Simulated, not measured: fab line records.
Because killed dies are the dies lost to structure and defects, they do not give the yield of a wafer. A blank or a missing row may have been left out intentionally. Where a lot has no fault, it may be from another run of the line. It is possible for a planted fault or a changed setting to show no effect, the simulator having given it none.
Comparing a struck lot with a sound one / flow n5 finfet / 13 steps out of a route of 1938
Sound: these wafers, L567.3, L567.4, L567.6. Wafers L560.1, L560.4, L560.5 were the ones struck. The cause comes at the end.
Per side, at each step with rows, come the tool, then ch with its chambers, and then its first start. Under that, the readings that differ: sound wafers / struck wafers / difference of the means / sigmas: that difference in standard deviations of wafers without a fault.
alike: same words and numbers on both sides, and readings whose means sit less than 2 such deviations apart. not compared: any withheld reading, any reading some wafer has no value for, any bound like >300 that may hide the same value, and any number with overlapping values for which the record gives no deviation.
Wherever a step has rows on one side only, a row that says differs or no value, or a row with sigmas, the two part there. Numbers that don't overlap but have no deviation are shown without sigmas and don't part them. Lack of a reading on every wafer of one side parts them only where that side has two or more wafers.

first, 9 steps without rows for these wafers: N5_BEOL_M0_SAQP_PEB_12 (peb time 60 s); N5_BEOL_M0_SAQP_DEVELOP_13 (develop time 30 s); N5_BEOL_M0_SAQP_DESCUM_19 (chemistry O2, time 7.9 s); N5_BEOL_M0_SAQP_ETCH_83 (etches SiARC in CF4, target depth 39 nm, time 65 s); N5_BEOL_M0_SAQP_ETCH_84 (etches SOC in N2/H2, target depth 100 nm, overetch 20 nm, time 150 s); N5_BEOL_M0_SAQP_STRIP_80 (strips in N2/H2); N5_BEOL_M0_SAQP_HM_OPEN_112 (chemistry CHF3/O2, target SiO2, stops on a-Si, target depth 12 nm, time 13.5 s); N5_BEOL_M0_SAQP_STRIP_113 (strips in CHF3/O2); N5_BEOL_M0_SAQP_MANDREL_ETCH_20 (etches a-Si in HBr/Cl2, stops on SiNx, target depth 60 nm, bt time 10 s, time 30 s).
N5_BEOL_M0_SAQP_STRIP_86: strips in N2/H2.
  sound on rie diel-02 ch 2,3, day 11 12:11; struck on rie diel-03 ch 1,3, day 9 19:25
  no value came back on the struck wafers for any of 8 readings (bias power w (W), chamber pressure mTorr (mTorr) and others); on the sound wafers bias power w (W) reads 27.95 28.11 27.99
reading=model.SOC_of_BEOL_M0_SAQP_COAT_81.thk nm (nm); sound=0 0 0; struck=75.8 75.6 75.8; difference=+75.7; sigmas=
  not compared: rf hours counter h
then, 1 step without rows for these wafers: N5_BEOL_M0_SAQP_STRIP_115 (strips in post etch residue remover, time 60 s).
N5_BEOL_M4_RC_MEAS_101:
  the record has rows for the sound wafers here (prober-02 ch 0, day 15 15:43) and none for the struck ones
-- a jump in the record: the struck wafers' starts before and after are 9 days apart (it breaks off in module BEOL_M4 and resumes in module PASSIVATION, where the first step shown is number 1936 of the route) --
N5_PASSIVATION_PROBE_49:
  the record has rows for the struck wafers here (prober-01, day 18 11:17) and none for the sound ones

WHERE THEY PART
Last at N5_PASSIVATION_PROBE_49 as far as this record goes, first at N5_BEOL_M0_SAQP_STRIP_86.

WHY: whatever the simulator had introduced
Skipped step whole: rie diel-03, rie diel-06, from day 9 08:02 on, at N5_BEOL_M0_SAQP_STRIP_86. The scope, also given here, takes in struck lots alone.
